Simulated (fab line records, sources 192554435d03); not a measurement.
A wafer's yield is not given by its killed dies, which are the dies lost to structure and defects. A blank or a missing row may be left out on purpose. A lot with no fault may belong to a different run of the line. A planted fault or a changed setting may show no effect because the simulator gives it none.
Matching of chambers -- flow n5 finfet -- N5_SPACER0_ALD_08 on ald sin-03 has 4 sister chambers
The step deposits SiNx, target thk 2 nm. 8 wafers are shown with their chamber, then 6 later ones without.

== WAFERS PAIRED WITH THEIR CHAMBERS ==
wafer,chamber,heater power w (W)
L298.6,3,853
L299.3,3,872
L299.4,1,796
L299.5,1,755
L301.2,0,782
L301.5,2,804
L310.2,0,797
L310.4,2,791

== WAFERS MISSING THEIR CHAMBER ==
wafer,heater power w (W)
L314.2,850
L314.3,782
L314.4,793
L311.4,799
L311.5,794
L311.6,776

== THE CHAMBER EACH PASSED THROUGH ==
wafer,from the rows above,in truth
L314.2,3,3
L314.3,can't be placed: 1 or 0 or 2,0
L314.4,can't be placed: 0 or 2 or 1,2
L311.4,can't be placed: 2 or 0 or 1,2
L311.5,can't be placed: 2 or 0 or 1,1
L311.6,can't be placed: 1 or 0 or 2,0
Correctly placed: 1 of 6. From these rows, 5 cannot be placed; in 5 the true chamber is one of the candidates. 0 placed wrongly.
How it was worked out, from the rows above alone: a wafer's distance from a chamber is the root of the sum, over the readings, of the square of ((its reading less the chamber's mean) divided by the reading's scatter). The wafer belongs to the nearest chamber; if the next one is less than 2 further off, it can't be placed. The mean given for a chamber averages the wafers shown for that chamber. The scatter: the root of (the sum of the squares of (reading less its chamber's mean) over the shown wafers, divided by (wafers less chambers)).
